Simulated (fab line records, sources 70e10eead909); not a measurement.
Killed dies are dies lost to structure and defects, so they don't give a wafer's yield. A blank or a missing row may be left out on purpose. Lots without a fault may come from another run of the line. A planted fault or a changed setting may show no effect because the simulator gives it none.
Which tool did it? | flow nand_harc | 23 lots, 69 wafers sampled, at 6 steps of a route of 1159

WHAT THE GAUGES READ, wafer by wafer
The record holds no reading of a measuring or inspecting step that can be judged against a usual standard deviation.

WHICH TOOL RAN EACH LOT (tool, then ch and the chambers of the sampled wafers, then the start)
lot  | NHARC_A_CONTACT_STRIP_26                      | NHARC_A_CONTACT_CVD_19                   | NHARC_A_CONTACT_CMP_20        | NHARC_A_M0_DESCUM_14               | NHARC_A_M0_DEP_32               | NHARC_HYBRID_BOND_ACTIVATE_00
L074 | rie_diel-07 ch 0,1,2, day 17 02:31 or earlier | cvd_w-01 ch 0,1, day 17 02:31 or earlier | cmp-01 ch 1,2, day 17 02:31   | rie_diel-05 ch 2,3, day 17 10:33   | pecvd-04 ch 0,1, day 17 13:17   | rie_diel-06 ch 1,2,3, day 17 22:10
L076 | rie_diel-07 ch 0,1, day 17 11:49 or earlier   | cvd_w-01 ch 0,1, day 17 11:49 or earlier | cmp-01 ch 1,2,3, day 17 11:49 | rie_diel-12 ch 0,1,2, day 17 17:52 | pecvd-01 ch 0,2, day 17 20:31   | rie_diel-06 ch 0,2,3, day 18 05:11
L075 | rie_diel-08 ch 2,3, day 17 13:57 or earlier   | cvd_w-02 ch 0,1, day 17 13:57 or earlier | cmp-01 ch 0,1,2, day 17 13:57 | rie_diel-05 ch 0,1,3, day 17 19:03 | pecvd-01 ch 1,2, day 17 21:44   | rie_diel-06 ch 1,2, day 18 06:33
L078 | rie_diel-04 ch 0,2,3, day 17 17:20 or earlier | cvd_w-01 ch 0,1, day 17 17:20 or earlier | cmp-03 ch 1,2,3, day 17 17:20 | rie_diel-05 ch 0,2,3, day 17 22:12 | pecvd-01 ch 0,2, day 18 01:06   | rie_diel-01 ch 1,2, day 18 09:50
L079 | rie_diel-08 ch 0,1, day 18 08:30 or earlier   | cvd_w-02 ch 0,1, day 18 08:30 or earlier | cmp-04 ch 0,2, day 18 08:30   | rie_diel-10 ch 1,2,3, day 18 13:22 | pecvd-02 ch 0,2, day 18 16:19   | rie_diel-01 ch 0,1,2, day 19 01:12
L080 | rie_diel-08 ch 0,1,2, day 18 09:15 or earlier | cvd_w-02 ch 0,1, day 18 09:15 or earlier | cmp-03 ch 0,1,3, day 18 09:15 | rie_diel-12 ch 1,2,3, day 18 16:52 | pecvd-02 ch 0,1,2, day 18 19:31 | rie_diel-06 ch 0,2,3, day 19 04:19
L081 | rie_diel-07 ch 0,1,3, day 18 19:26 or earlier | cvd_w-01 ch 0,1, day 18 19:26 or earlier | cmp-04 ch 1,2, day 18 19:26   | rie_diel-10 ch 0,1,3, day 19 01:19 | pecvd-04 ch 1,2, day 19 04:02   | rie_diel-06 ch 0,1, day 19 12:43
L082 | rie_diel-08 ch 1,3, day 19 04:59 or earlier   | cvd_w-02 ch 0,1, day 19 04:59 or earlier | cmp-03 ch 0,3, day 19 04:59   | rie_diel-12 ch 0,1, day 19 10:07   | pecvd-04 ch 0,1,2, day 19 12:44 | rie_diel-01 ch 1,2, day 19 22:36
L083 | rie_diel-04 ch 0,1,2, day 19 06:55 or earlier | cvd_w-02 ch 0,1, day 19 06:55 or earlier | cmp-03 ch 0,3, day 19 06:55   | rie_diel-10 ch 1,2,3, day 19 15:50 | pecvd-01 ch 0,2, day 19 18:31   | rie_diel-06 ch 0,1, day 20 03:43
L084 | rie_diel-04 ch 0,1,2, day 19 09:50 or earlier | cvd_w-01 ch 0,1, day 19 09:50 or earlier | cmp-03 ch 0,1,2, day 19 09:50 | rie_diel-12 ch 0,1,2, day 19 16:46 | pecvd-01 ch 0,2, day 19 19:32   | rie_diel-01 ch 1,3, day 20 04:27
L086 | rie_diel-04 ch 1,2,3, day 20 05:05 or earlier | cvd_w-02 ch 0,1, day 20 05:05 or earlier | cmp-03 ch 0,1,3, day 20 05:05 | rie_diel-12 ch 0,3, day 20 10:08   | pecvd-02 ch 0,1, day 20 12:48   | rie_diel-06 ch 1,2,3, day 20 21:29
L087 | rie_diel-04 ch 0,2, day 20 05:37 or earlier   | cvd_w-01 ch 0,1, day 20 05:37 or earlier | cmp-04 ch 0,1,3, day 20 05:37 | rie_diel-12 ch 1,3, day 20 10:41   | pecvd-01 ch 0,1,2, day 20 13:34 | rie_diel-06 ch 0,2, day 20 22:25
L085 | rie_diel-08 ch 0,1,2, day 20 16:35 or earlier | cvd_w-02 ch 0,1, day 20 16:35 or earlier | cmp-01 ch 0,1,2, day 20 16:35 | rie_diel-05 ch 1,3, day 21 03:03   | pecvd-04 ch 0,1,2, day 21 05:43 | rie_diel-06 ch 0,1, day 21 14:36
L089 | rie_diel-07 ch 0,1,3, day 20 18:20 or earlier | cvd_w-02 ch 1, day 20 18:20 or earlier   | cmp-04 ch 0,2,3, day 20 18:20 | rie_diel-12 ch 1,2, day 21 15:28   | pecvd-04 ch 0,1, day 21 18:08   | rie_diel-06 ch 0,2,3, day 22 03:04
L088 | rie_diel-07 ch 0,3, day 21 03:06 or earlier   | cvd_w-02 ch 1, day 21 03:06 or earlier   | cmp-04 ch 0,2,3, day 21 03:06 | rie_diel-05 ch 1,2,3, day 21 18:28 | pecvd-02 ch 1,2, day 21 21:05   | rie_diel-08 ch 0,1,2, day 22 06:02
L090 | rie_diel-07 ch 0,1,3, day 21 14:47 or earlier | cvd_w-01 ch 1, day 21 14:47 or earlier   | cmp-01 ch 1,2,3, day 21 14:47 | rie_diel-12 ch 0,1,3, day 22 05:22 | pecvd-01 ch 0,2, day 22 08:32   | rie_diel-01 ch 2,3, day 22 17:40
L092 | rie_diel-04 ch 1,2, day 21 16:37 or earlier   | cvd_w-02 ch 0, day 21 16:37 or earlier   | cmp-03 ch 0,2, day 21 16:37   | rie_diel-10 ch 0,1,3, day 22 06:14 | pecvd-01 ch 0,1,2, day 22 09:17 | rie_diel-06 ch 1,2, day 22 18:56
L091 | rie_diel-07 ch 0,1,3, day 21 16:37 or earlier | cvd_w-01 ch 0, day 21 16:37 or earlier   | cmp-04 ch 0,1,2, day 21 16:37 | rie_diel-05 ch 0,3, day 22 06:47   | pecvd-04 ch 1,2, day 22 09:40   | rie_diel-01 ch 1,2, day 22 19:35
L093 | rie_diel-07 ch 0,1,3, day 21 22:07 or earlier | cvd_w-01 ch 0,1, day 21 22:07 or earlier | cmp-03 ch 0,1,3, day 21 22:07 | rie_diel-05 ch 1,2,3, day 22 11:20 | pecvd-04 ch 0,2, day 22 14:37   | rie_diel-06 ch 0,2,3, day 23 00:14
L095 | rie_diel-07 ch 0,2,3, day 22 12:11 or earlier | cvd_w-01 ch 0,1, day 22 12:11 or earlier | cmp-04 ch 1,2,3, day 22 12:11 | rie_diel-10 ch 0,1, day 22 19:44   | pecvd-01 ch 0,2, day 22 23:31   | rie_diel-06 ch 0,3, day 23 09:01
L094 | rie_diel-07 ch 2,3, day 22 18:35 or earlier   | cvd_w-02 ch 0,1, day 22 18:35 or earlier | cmp-03 ch 2,3, day 22 18:35   | rie_diel-05 ch 0,1, day 23 00:20   | pecvd-01 ch 0,1,2, day 23 03:05 | rie_diel-06 ch 1,2, day 23 11:58
L097 | rie_diel-08 ch 0,1,3, day 22 20:41 or earlier | cvd_w-02 ch 0,1, day 22 20:41 or earlier | cmp-01 ch 0,1,2, day 22 20:41 | rie_diel-12 ch 0,1,3, day 23 01:35 | pecvd-01 ch 1,2, day 23 04:20   | rie_diel-01 ch 0,2, day 23 13:20
L096 | rie_diel-07 ch 0,2, day 23 08:47 or earlier   | cvd_w-01 ch 0,1, day 23 08:47 or earlier | cmp-03 ch 1,2, day 23 08:47   | rie_diel-10 ch 1,3, day 23 13:50   | pecvd-01 ch 0,1,2, day 23 16:28 | rie_diel-06 ch 0,2, day 24 01:02
- NHARC_A_CONTACT_STRIP_26: strips in O2.
- NHARC_A_CONTACT_CVD_19: deposits W, target thk 300 nm, time 802 s.
- NHARC_A_CONTACT_CMP_20: polishes, t overpolish 30 s, target thk 300 nm.
- NHARC_A_M0_DESCUM_14: chemistry O2, time 3 s.
- NHARC_A_M0_DEP_32: deposits SiCN, target thk 30 nm.
- NHARC_HYBRID_BOND_ACTIVATE_00: chemistry N2, time 60 s.

WHAT THE TOOLS THEMSELVES READ (means of the sampled wafers that have a number; where no wafer has one, the mark that the record gives instead)
NHARC_A_CONTACT_STRIP_26.
lot  | tool        | chamber_pressure_mTorr (mTorr) | drypump_motor_current_A (A) | oes_product_au (a.u.) | rf_vpp_V (V) | showerhead_plenum_p_Torr (Torr) | throttle_valve_pct (%)
L074 | rie_diel-07 | 60.00                          | 5.1                         | 1.011                 | 57.9         | 3.64                            | 17.028
L076 | rie_diel-07 | 60.02                          | 5.2                         | 0.996                 | 57.0         | 3.64                            | 17.029
L075 | rie_diel-08 | 60.02                          | 5.3                         | 1.006                 | 57.5         | 3.59                            | 17.040
L078 | rie_diel-04 | 60.00                          | 6.0                         | 0.990                 | 57.1         | 3.47                            | 17.040
L079 | rie_diel-08 | 60.02                          | 6.1                         | 0.993                 | 56.1         | 3.32                            | 17.042
L080 | rie_diel-08 | 59.95                          | 5.8                         | 0.996                 | 58.1         | 3.48                            | 17.036
L081 | rie_diel-07 | 60.01                          | 5.1                         | 1.003                 | 58.8         | 3.57                            | 17.041
L082 | rie_diel-08 | 59.98                          | 6.1                         | 0.997                 | 56.9         | 3.36                            | 17.035
L083 | rie_diel-04 | 60.01                          | 5.4                         | 1.012                 | 57.8         | 3.51                            | 17.036
L084 | rie_diel-04 | 60.00                          | 5.4                         | 1.005                 | 57.0         | 3.51                            | 17.043
L086 | rie_diel-04 | 60.06                          | 5.7                         | 1.004                 | 58.4         | 3.43                            | 17.029
L087 | rie_diel-04 | 59.98                          | 5.7                         | 1.003                 | 57.2         | 3.54                            | 17.035
L085 | rie_diel-08 | 60.00                          | 5.8                         | 0.998                 | 57.7         | 3.47                            | 17.035
L089 | rie_diel-07 | 60.01                          | 5.1                         | 0.995                 | 57.2         | 3.56                            | 17.046
L088 | rie_diel-07 | 59.99                          | 5.2                         | 0.996                 | 57.3         | 3.48                            | 17.039
L090 | rie_diel-07 | 60.00                          | 5.1                         | 0.998                 | 58.1         | 3.56                            | 17.042
L092 | rie_diel-04 | 60.00                          | 5.3                         | 1.008                 | 57.4         | 3.47                            | 17.032
L091 | rie_diel-07 | 60.03                          | 5.1                         | 1.006                 | 57.8         | 3.56                            | 17.030
L093 | rie_diel-07 | 60.04                          | 5.1                         | 0.994                 | 58.3         | 3.56                            | 17.040
L095 | rie_diel-07 | 60.03                          | 5.1                         | 1.002                 | 57.2         | 3.54                            | 17.037
L094 | rie_diel-07 | 60.01                          | 5.0                         | 1.003                 | 58.2         | 3.53                            | 17.038
L097 | rie_diel-08 | 60.02                          | 5.9                         | 0.998                 | 58.2         | 3.66                            | 17.034
L096 | rie_diel-07 | 60.04                          | 5.2                         | 0.995                 | 57.9         | 3.61                            | 17.037

NHARC_A_CONTACT_CVD_19.
lot  | tool     | heater_power_w (W) | throttle_valve_pct (%)
L074 | cvd_w-01 | 502                | 7.85
L076 | cvd_w-01 | 500                | 7.94
L075 | cvd_w-02 | 447                | 7.97
L078 | cvd_w-01 | 506                | 8.01
L079 | cvd_w-02 | 455                | 7.84
L080 | cvd_w-02 | 451                | 8.15
L081 | cvd_w-01 | 497                | 7.87
L082 | cvd_w-02 | 456                | 7.90
L083 | cvd_w-02 | 467                | 7.95
L084 | cvd_w-01 | 507                | 7.91
L086 | cvd_w-02 | 456                | 8.05
L087 | cvd_w-01 | 502                | 7.98
L085 | cvd_w-02 | 460                | 8.01
L089 | cvd_w-02 | 445                | 8.04
L088 | cvd_w-02 | 446                | 8.02
L090 | cvd_w-01 | 508                | 7.99
L092 | cvd_w-02 | 480                | 8.05
L091 | cvd_w-01 | 487                | 7.62
L093 | cvd_w-01 | 495                | 7.77
L095 | cvd_w-01 | 494                | 7.91
L094 | cvd_w-02 | 454                | 8.20
L097 | cvd_w-02 | 467                | 8.31
L096 | cvd_w-01 | 511                | 7.84

NHARC_A_CONTACT_CMP_20.
lot  | tool   | motor_current_A (A) | overpolish_run_s (s) | retaining_ring_pressure_frac | time_to_endpoint_s (s)
L074 | cmp-01 | 12.6                | 30.011               | 1.006                        | 62.0
L076 | cmp-01 | 11.9                | 29.993               | 0.999                        | 61.7
L075 | cmp-01 | 13.1                | 30.001               | 1.000                        | 62.3
L078 | cmp-03 | 12.9                | 29.994               | 1.001                        | 62.6
L079 | cmp-04 | 12.3                | 30.002               | 0.997                        | 60.3
L080 | cmp-03 | 12.1                | 30.003               | 0.994                        | 63.2
L081 | cmp-04 | 13.2                | 29.998               | 1.004                        | 61.5
L082 | cmp-03 | 11.5                | 29.994               | 0.997                        | 65.4
L083 | cmp-03 | 11.5                | 29.998               | 1.001                        | 62.5
L084 | cmp-03 | 11.4                | 30.000               | 1.002                        | 61.0
L086 | cmp-03 | 12.1                | 30.001               | 0.996                        | 54.8
L087 | cmp-04 | 11.9                | 30.000               | 1.001                        | 61.2
L085 | cmp-01 | 13.8                | 29.996               | 1.003                        | 61.7
L089 | cmp-04 | 11.4                | 30.000               | 1.000                        | 64.1
L088 | cmp-04 | 11.7                | 30.006               | 0.997                        | 60.8
L090 | cmp-01 | 12.4                | 29.996               | 0.999                        | 57.5
L092 | cmp-03 | 11.4                | 29.997               | 0.997                        | 59.6
L091 | cmp-04 | 12.3                | 30.003               | 1.000                        | 62.1
L093 | cmp-03 | 12.0                | 30.000               | 1.000                        | 62.2
L095 | cmp-04 | 11.8                | 30.007               | 1.001                        | 57.4
L094 | cmp-03 | 13.6                | 29.996               | 1.001                        | 61.7
L097 | cmp-01 | 13.0                | 30.010               | 1.007                        | 61.4
L096 | cmp-03 | 12.5                | 29.996               | 1.003                        | 63.3

NHARC_A_M0_DESCUM_14.
lot  | tool        | chamber_pressure_mTorr (mTorr) | drypump_motor_current_A (A) | oes_product_au (a.u.) | rf_vpp_V (V) | showerhead_plenum_p_Torr (Torr) | throttle_valve_pct (%)
L074 | rie_diel-05 | 59.96                          | 5.7                         | 1.002                 | 58.2         | 2.01                            | 11.322
L076 | rie_diel-12 | 60.00                          | 5.9                         | 0.995                 | 57.4         | 1.87                            | 11.304
L075 | rie_diel-05 | 59.98                          | 5.5                         | 1.006                 | 57.4         | 1.90                            | 11.307
L078 | rie_diel-05 | 59.97                          | 5.8                         | 1.001                 | 57.8         | 1.94                            | 11.309
L079 | rie_diel-10 | 59.96                          | 5.7                         | 1.005                 | 57.4         | 1.85                            | 11.309
L080 | rie_diel-12 | 60.00                          | 6.1                         | 1.005                 | 58.0         | 1.93                            | 11.300
L081 | rie_diel-10 | 60.01                          | 5.6                         | 1.003                 | 58.1         | 1.91                            | 11.317
L082 | rie_diel-12 | 60.00                          | 5.7                         | 1.007                 | 56.9         | 1.80                            | 11.317
L083 | rie_diel-10 | 60.05                          | 5.7                         | 1.005                 | 57.5         | 1.85                            | 11.316
L084 | rie_diel-12 | 60.00                          | 5.9                         | 0.993                 | 57.8         | 1.87                            | 11.308
L086 | rie_diel-12 | 60.01                          | 6.1                         | 0.998                 | 57.5         | 1.84                            | 11.310
L087 | rie_diel-12 | 60.00                          | 5.7                         | 1.006                 | 57.3         | 1.87                            | 11.303
L085 | rie_diel-05 | 59.96                          | 5.5                         | 1.005                 | 57.7         | 1.97                            | 11.307
L089 | rie_diel-12 | 59.99                          | 5.7                         | 0.993                 | 57.9         | 1.89                            | 11.307
L088 | rie_diel-05 | 59.96                          | 5.6                         | 1.010                 | 57.2         | 1.92                            | 11.309
L090 | rie_diel-12 | 59.98                          | 5.9                         | 1.005                 | 58.2         | 1.85                            | 11.309
L092 | rie_diel-10 | 59.95                          | 5.7                         | 1.005                 | 58.3         | 1.91                            | 11.312
L091 | rie_diel-05 | 59.99                          | 5.7                         | 1.000                 | 58.5         | 1.98                            | 11.308
L093 | rie_diel-05 | 60.08                          | 5.6                         | 1.006                 | 58.6         | 1.92                            | 11.312
L095 | rie_diel-10 | 60.01                          | 5.6                         | 1.001                 | 57.9         | 1.98                            | 11.314
L094 | rie_diel-05 | 59.97                          | 5.6                         | 0.994                 | 59.0         | 1.83                            | 11.301
L097 | rie_diel-12 | 60.02                          | 5.9                         | 1.002                 | 56.8         | 1.85                            | 11.307
L096 | rie_diel-10 | 59.97                          | 5.7                         | 0.999                 | 57.7         | 1.83                            | 11.312

NHARC_A_M0_DEP_32.
lot  | tool     | heater_power_w (W)
L074 | pecvd-04 | 683
L076 | pecvd-01 | 551
L075 | pecvd-01 | 509
L078 | pecvd-01 | 540
L079 | pecvd-02 | 671
L080 | pecvd-02 | 628
L081 | pecvd-04 | 641
L082 | pecvd-04 | 584
L083 | pecvd-01 | 509
L084 | pecvd-01 | 577
L086 | pecvd-02 | 576
L087 | pecvd-01 | 605
L085 | pecvd-04 | 603
L089 | pecvd-04 | 642
L088 | pecvd-02 | 708
L090 | pecvd-01 | 498
L092 | pecvd-01 | 628
L091 | pecvd-04 | 618
L093 | pecvd-04 | 513
L095 | pecvd-01 | 619
L094 | pecvd-01 | 632
L097 | pecvd-01 | 524
L096 | pecvd-01 | 575

NHARC_HYBRID_BOND_ACTIVATE_00.
lot  | tool        | drypump_motor_current_A (A) | n2_flow_sccm (sccm) | oes_product_au (a.u.) | rf_vpp_V (V) | showerhead_plenum_p_Torr (Torr)
L074 | rie_diel-06 | 5.7                         | 200.6               | 1.004                 | 64.7         | 1.74
L076 | rie_diel-06 | 5.6                         | 199.9               | 0.996                 | 64.0         | 1.73
L075 | rie_diel-06 | 5.7                         | 200.0               | 0.993                 | 63.5         | 1.76
L078 | rie_diel-01 | 5.0                         | 200.0               | 1.000                 | 64.3         | 1.74
L079 | rie_diel-01 | 5.4                         | 199.8               | 0.989                 | 63.7         | 1.75
L080 | rie_diel-06 | 5.6                         | 199.9               | 1.002                 | 63.9         | 1.73
L081 | rie_diel-06 | 5.9                         | 200.1               | 1.011                 | 64.1         | 1.75
L082 | rie_diel-01 | 5.0                         | 199.5               | 0.993                 | 64.2         | 1.74
L083 | rie_diel-06 | 5.9                         | 200.2               | 1.000                 | 63.8         | 1.75
L084 | rie_diel-01 | 5.4                         | 199.6               | 0.994                 | 63.7         | 1.71
L086 | rie_diel-06 | 5.7                         | 200.3               | 1.003                 | 63.3         | 1.74
L087 | rie_diel-06 | 5.6                         | 200.2               | 1.006                 | 64.3         | 1.73
L085 | rie_diel-06 | 5.9                         | 200.4               | 1.005                 | 64.2         | 1.75
L089 | rie_diel-06 | 5.6                         | 199.7               | 1.005                 | 64.8         | 1.73
L088 | rie_diel-08 | 5.8                         | 200.1               | 1.006                 | 64.5         | 1.83
L090 | rie_diel-01 | 4.9                         | 200.5               | 0.998                 | 63.5         | 1.79
L092 | rie_diel-06 | 5.7                         | 200.0               | 1.001                 | 63.7         | 1.76
L091 | rie_diel-01 | 5.1                         | 199.7               | 0.992                 | 63.7         | 1.73
L093 | rie_diel-06 | 5.6                         | 199.6               | 1.001                 | 64.2         | 1.73
L095 | rie_diel-06 | 5.9                         | 199.7               | 1.002                 | 64.4         | 1.71
L094 | rie_diel-06 | 5.4                         | 200.1               | 0.990                 | 64.6         | 1.76
L097 | rie_diel-01 | 5.1                         | 199.7               | 0.999                 | 63.9         | 1.79
L096 | rie_diel-06 | 5.3                         | 199.3               | 0.996                 | 63.9         | 1.75

THE ANSWER, worked out from the rows above alone
Rule: what is usual is taken from the lots themselves. Put in order of their means at a reading, lots are off if they are a third of the lots or fewer, leave a main group of 4 or more, and stand apart from it by a gap of 3 or more times the standard deviation of the main group's means; of several such gaps the widest counts. A main group whose means are all the same, to the digits that the tables above print for the reading, isn't used. A lot without any number at a reading at which 4 lots or more have one is off too. The other lots that the step has rows for count as sound. The gauges are gone through in route order, then the tools' own readings, and for those a lot's mean is taken as printed above. The first step at which some lot is off is used, and at that step the reading that is off furthest; a lot without a number counts as furthest.
No lot is off at any reading shown: from this, nothing can be told.

WHAT THE SIMULATOR HAD PUT IN
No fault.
